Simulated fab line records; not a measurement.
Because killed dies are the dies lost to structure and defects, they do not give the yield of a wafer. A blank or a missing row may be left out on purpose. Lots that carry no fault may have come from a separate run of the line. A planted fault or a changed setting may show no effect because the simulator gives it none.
Chamber matching	flow nand harc	4 sister chambers for NHARC_A_BLC_CMP_25 on cmp-01
The step polishes, t overpolish 30 s, target thk 150 nm. 4 wafers are shown with their chamber, then 7 later ones without.

WAFERS PAIRED WITH THEIR CHAMBERS
wafer	chamber	motor current A (A)
L830.5	0	13.2
L833.1	1	12.9
L831.2	2	10.8
L831.5	3	11.9

WAFERS MISSING THEIR CHAMBER
wafer	motor current A (A)
L831.6	13.2
L832.2	10.4
L832.3	13.6
L832.4	12.0
L836.1	12.1
L836.2	10.8
L836.4	13.3

WHICH CHAMBER EACH WENT THROUGH
wafer	from the rows above	in truth
L831.6	can't be placed: 0 or 1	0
L832.2	2	2
L832.3	can't be placed: 0 or 1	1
L832.4	3	3
L836.1	3	3
L836.2	2	2
L836.4	can't be placed: 0 or 1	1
4 of 7 placed correctly. Unplaceable from these rows: 3, with the true chamber sitting among the candidates in 3. Placed wrongly: 0.
How it was worked out, from the rows above alone: a wafer's distance from a chamber is the root of the sum, over the readings, of the square of ((its reading less the chamber's mean) divided by the reading's scatter). If the next closest chamber is less than 2 further off than the closest, the wafer can't be placed; otherwise it belongs to the closest. Each chamber's mean is taken over the wafers shown for it. The scatter (one wafer shown for each chamber): square how far every hidden wafer sits from the nearest shown wafer, average those squares and take the square root.
